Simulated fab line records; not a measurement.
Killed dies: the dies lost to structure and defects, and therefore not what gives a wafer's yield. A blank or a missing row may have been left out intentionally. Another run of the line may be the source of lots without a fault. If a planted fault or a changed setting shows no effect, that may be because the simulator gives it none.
Matching of chambers | flow nand-harc | NHARC_A_WL_FILL_ALD_02 on ald-metal-03: 4 sister chambers
The step deposits TiN, target thk 2 nm, pulse time 3 s, ald cycles 100. 8 wafers are shown with their chamber, then 8 later ones without.

EACH WAFER AND ITS CHAMBER
wafer  | chamber | heater-power-w (W) | precursor-pulse-height-rel
L076.5 | 0       | 1041               | 0.996
L078.3 | 1       | 1210               | 0.991
L086.1 | 1       | 1275               | 1.020
L088.5 | 2       | 1066               | 0.982
L090.1 | 3       | 1080               | 0.995
L090.3 | 0       | 1083               | 0.986
L090.6 | 3       | 1108               | 1.024
L093.1 | 2       | 1078               | 1.015

WAFERS WITH NO CHAMBER GIVEN
wafer  | heater-power-w (W) | precursor-pulse-height-rel
L093.3 | 1096               | 1.011
L093.4 | 1070               | 0.996
L096.1 | 1311               | 1.007
L096.2 | 1081               | 1.009
L096.5 | 1286               | 1.019
L094.1 | 1237               | 1.002
L094.3 | 1069               | 0.984
L094.6 | 1077               | 1.013

WHICH CHAMBER EACH WENT THROUGH
wafer  | from the rows above          | in truth
L093.3 | can't be placed: 3 or 2 or 0 | 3
L093.4 | can't be placed: 2 or 0 or 3 | 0
L096.1 | 1                            | 1
L096.2 | can't be placed: 3 or 2 or 0 | 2
L096.5 | 1                            | 1
L094.1 | 1                            | 1
L094.3 | can't be placed: 0 or 2 or 3 | 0
L094.6 | can't be placed: 3 or 2 or 0 | 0
3 of 8 placed correctly. Can't be placed from these rows: 5 (the true chamber is among the candidates in 5). Wrongly placed: 0.
How it was worked out, from the rows above alone: a wafer's distance from a chamber is the root of the sum, over the readings, of the square of ((its reading less the chamber's mean) divided by the reading's scatter). If the next closest chamber is less than 2 further off than the closest, the wafer can't be placed; otherwise it belongs to the closest. Each chamber's mean is taken over the wafers shown for it. The scatter: take each reading less its chamber's mean, square it, sum over the shown wafers, divide by the number of wafers less the number of chambers, and take the root.
